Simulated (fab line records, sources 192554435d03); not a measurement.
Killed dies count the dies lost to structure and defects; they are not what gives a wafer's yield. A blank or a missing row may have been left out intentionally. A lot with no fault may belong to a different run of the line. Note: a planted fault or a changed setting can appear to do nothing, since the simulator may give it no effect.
Matching of chambers | flow n5-finfet | N5_BEOL_M7_DEP_56 on pecvd-01 has 3 sister chambers
The step deposits SiCN from 3MS/NH3, target thk 10 nm, time 17.5 s. 3 wafers are shown with their chamber, then 12 later ones without.

WAFERS PAIRED WITH THEIR CHAMBERS
wafer  | chamber | showerhead-plenum-p-Torr (Torr)
L086.5 | 0       | 3.661
L087.4 | 2       | 3.684
L087.6 | 1       | 3.655

WAFERS WHOSE CHAMBER IS MISSING
wafer  | showerhead-plenum-p-Torr (Torr)
L088.1 | 3.662
L088.5 | 3.654
L088.6 | 3.633
L091.4 | 3.665
L091.5 | 3.682
L091.6 | 3.643
L093.1 | 3.636
L093.3 | 3.655
L093.4 | 3.657
L094.1 | 3.664
L094.3 | 3.639
L094.6 | 3.684

CHAMBER TAKEN BY EACH
wafer  | from the rows above          | in truth
L088.1 | can't be placed: 0 or 1      | 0
L088.5 | can't be placed: 1 or 0      | 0
L088.6 | can't be placed: 1 or 0      | 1
L091.4 | can't be placed: 0 or 1 or 2 | 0
L091.5 | can't be placed: 2 or 0      | 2
L091.6 | can't be placed: 1 or 0      | 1
L093.1 | can't be placed: 1 or 0      | 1
L093.3 | can't be placed: 1 or 0      | 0
L093.4 | can't be placed: 1 or 0      | 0
L094.1 | can't be placed: 0 or 1 or 2 | 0
L094.3 | can't be placed: 1 or 0      | 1
L094.6 | 2                            | 2
Correct placement for 1 of the 12. From these rows, 11 cannot be placed; in 11 the true chamber is one of the candidates. Wrongly placed: 0.
How it was worked out, from the rows above alone: a wafer's distance from a chamber is the root of the sum, over the readings, of the square of ((its reading less the chamber's mean) divided by the reading's scatter). The wafer belongs to the nearest chamber; if the next one is less than 2 further off, it can't be placed. For every chamber, the mean is computed from those of its wafers that are shown. The scatter: root of mean squared gap, hidden wafer to nearest shown wafer, with one shown wafer a chamber.
